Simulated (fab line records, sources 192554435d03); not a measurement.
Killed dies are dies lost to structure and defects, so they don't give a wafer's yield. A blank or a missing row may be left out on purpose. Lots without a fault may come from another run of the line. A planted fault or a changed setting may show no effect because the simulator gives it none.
Chamber matching | flow n5_finfet | N5_BEOL_M5_ETCH_67 on rie_diel-06: 3 sister chambers
The step etches SiARC in CF4, target depth 15.6 nm, time 26 s. 16 wafers are shown with their chamber, then 5 later ones without.

WAFERS WITH THEIR CHAMBER
wafer  | chamber | throttle_valve_pct (%) | showerhead_plenum_p_Torr (Torr) | oes_product_au (a.u.)
L075.2 | 3       | 15.45                  | 2.18                            | 0.81
L075.3 | 1       | 15.32                  | 2.23                            | 0.67
L075.4 | 0       | 15.85                  | 2.14                            | 0.64
L080.2 | 0       | 15.83                  | 2.13                            | 0.64
L080.4 | 3       | 15.44                  | 2.18                            | 0.80
L080.5 | 0       | 15.83                  | 2.13                            | 0.64
L086.2 | 0       | 15.85                  | 2.13                            | 0.64
L086.3 | 3       | 15.49                  | 2.18                            | 0.80
L086.4 | 1       | 15.35                  | 2.22                            | 0.68
L081.3 | 3       | 15.47                  | 2.17                            | 0.77
L081.5 | 0       | 15.85                  | 2.13                            | 0.63
L081.6 | 3       | 15.47                  | 2.17                            | 0.78
L083.2 | 3       | 15.49                  | 2.17                            | 0.79
L083.3 | 1       | 15.35                  | 2.22                            | 0.66
L083.6 | 3       | 15.47                  | 2.17                            | 0.78
L087.1 | 0       | 15.87                  | 2.13                            | 0.62

SIGNATURES (means of the wafers above)
reading                  | chamber 0 | chamber 1 | chamber 3 | scatter within a chamber
throttle_valve_pct       | 15.8467   | 15.3400   | 15.4686   | 0.0171
showerhead_plenum_p_Torr | 2.1317    | 2.2233    | 2.1743    | 0.00497
oes_product_au           | 0.6350    | 0.6700    | 0.7900    | 0.0116
Rule: a wafer's distance from a chamber is the root of the sum, over the readings, of the square of ((its reading less the chamber's mean) divided by the reading's scatter). The wafer belongs to the nearest chamber; if the next one is less than 2 further off, it can't be placed. The scatter: the root of (the sum of the squares of (reading less its chamber's mean) over the shown wafers, divided by (wafers less chambers)).

WAFERS WITHOUT THEIR CHAMBER
wafer  | throttle_valve_pct (%) | showerhead_plenum_p_Torr (Torr) | oes_product_au (a.u.)
L087.2 | 15.51                  | 2.17                            | 0.77
L091.3 | 15.53                  | 2.17                            | 0.75
L091.4 | 15.38                  | 2.22                            | 0.66
L091.5 | 15.38                  | 2.22                            | 0.65
L095.2 | 15.52                  | 2.16                            | 0.75

WHICH CHAMBER EACH WENT THROUGH
wafer  | from the rows above | in truth
L087.2 | 3                   | 3
L091.3 | 3                   | 3
L091.4 | 1                   | 1
L091.5 | 1                   | 1
L095.2 | 3                   | 3
Placed correctly: 5 of 5. Can't be placed from these rows: 0. Placed wrongly: 0.
